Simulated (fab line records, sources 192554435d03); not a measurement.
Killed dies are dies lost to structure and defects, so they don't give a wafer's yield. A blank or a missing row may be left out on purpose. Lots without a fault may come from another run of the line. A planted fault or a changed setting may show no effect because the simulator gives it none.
One fault seen from 3 desks | flow n5_finfet | each desk has only its own numbers; what lay behind them comes last

THE DEFECT DESK
What the inspections along the route counted, lot by lot: means of the sampled wafers that have a number. A lot is out of limits, marked OUT, if its mean lies more than 4 standard deviations from the usual mean; the brackets give that distance.
Columns: A = raw_defect_count at N5_WELL_APT_INSPECT_10, usual 2.1; B = raw_defect_count at N5_WELL_APT_INSPECT_27, usual 1.9
lot  | first seen here | A   | B
L456 | day 1 13:41     | 1.3 | 2.7
L459 | day 2 07:37     | 2.7 | 2.0
L466 | day 4 01:44     | 2.0 | 2.7
L468 | day 4 13:44     | 3.3 | 1.3
L470 | day 5 01:45     | 3.0 | 2.3
L475 | day 6 08:01     | 1.3 | 1.3
This desk's finding: nothing out of limits on any of the 6 lots.

THE METROLOGY DESK
What the gauges read, lot by lot, whatever tool the lot ran on: means of the sampled wafers that have a number. A lot is out of limits, marked OUT, if its mean lies more than 4 standard deviations from the usual mean; the brackets give that distance. Of its 14 readings 7 are shown: those that lie furthest out on some lot.
Columns: A = cd_nm at N5_WELL_APT_CD_MEAS_25, usual 200.2 nm; B = DIBL_N at N5_BEOL_M4_RC_MEAS_101, usual 36.5 mV/V; C = IOFF_P at N5_BEOL_M4_RC_MEAS_101, usual 0.22 nA/um; D = SS_N at N5_BEOL_M4_RC_MEAS_101, usual 71.6 mV/dec; E = SS_P at N5_BEOL_M4_RC_MEAS_101, usual 73.5 mV/dec; F = VT_N at N5_BEOL_M4_RC_MEAS_101, usual 250 mV; G = VT_P at N5_BEOL_M4_RC_MEAS_101, usual -250 mV
lot  | first seen here | A     | B    | C    | D    | E    | F   | G
L456 | day 1 13:38     | 199.3 | 33.2 | 0.14 | 70.5 | 72.2 | 257 | -258
L459 | day 2 07:34     | 202.5 | 36.5 | 0.23 | 71.3 | 73.4 | 250 | -250
L466 | day 4 01:41     | 196.2 | 36.3 | 0.21 | 71.6 | 73.8 | 248 | -251
L468 | day 4 13:41     | 198.0 | 38.1 | 0.26 | 71.8 | 74.0 | 246 | -245
L470 | day 5 01:42     | 196.3 | 36.0 | 0.21 | 71.5 | 73.6 | 252 | -252
L475 | day 6 07:58     | 200.4 | 37.7 | 0.24 | 72.0 | 73.4 | 245 | -249
This desk's finding: nothing out of limits on any of the 6 lots.

THE TOOL OWNER'S DESK: krf_scanner-01
The tool's own readings at N5_WELL_APT_EXPOSE_22 (exposes mask PWELL, defocus 0 nm, target cd 200 nm): means of the sampled wafers that have a number, for each lot that ran on this tool. A lot is out of limits, marked OUT, if its mean lies more than 4 standard deviations from the usual mean; the brackets give that distance.
Columns: A = exposure_dose_mJ_cm2 at N5_WELL_APT_EXPOSE_22, usual 23.184
lot  | first seen here | A
L456 | day 1 14:43     | 23.230
L459 | day 2 08:39     | 23.173
L466 | day 4 02:53     | 23.220
L468 | day 4 14:49     | 23.171
This desk's finding: nothing out of limits on any of the 4 lots.

PUT TOGETHER
The defect desk saw nothing out of limits.
The metrology desk saw nothing out of limits.
The tool owner's desk saw nothing out of limits.

WHAT THE SIMULATOR HAD PUT IN
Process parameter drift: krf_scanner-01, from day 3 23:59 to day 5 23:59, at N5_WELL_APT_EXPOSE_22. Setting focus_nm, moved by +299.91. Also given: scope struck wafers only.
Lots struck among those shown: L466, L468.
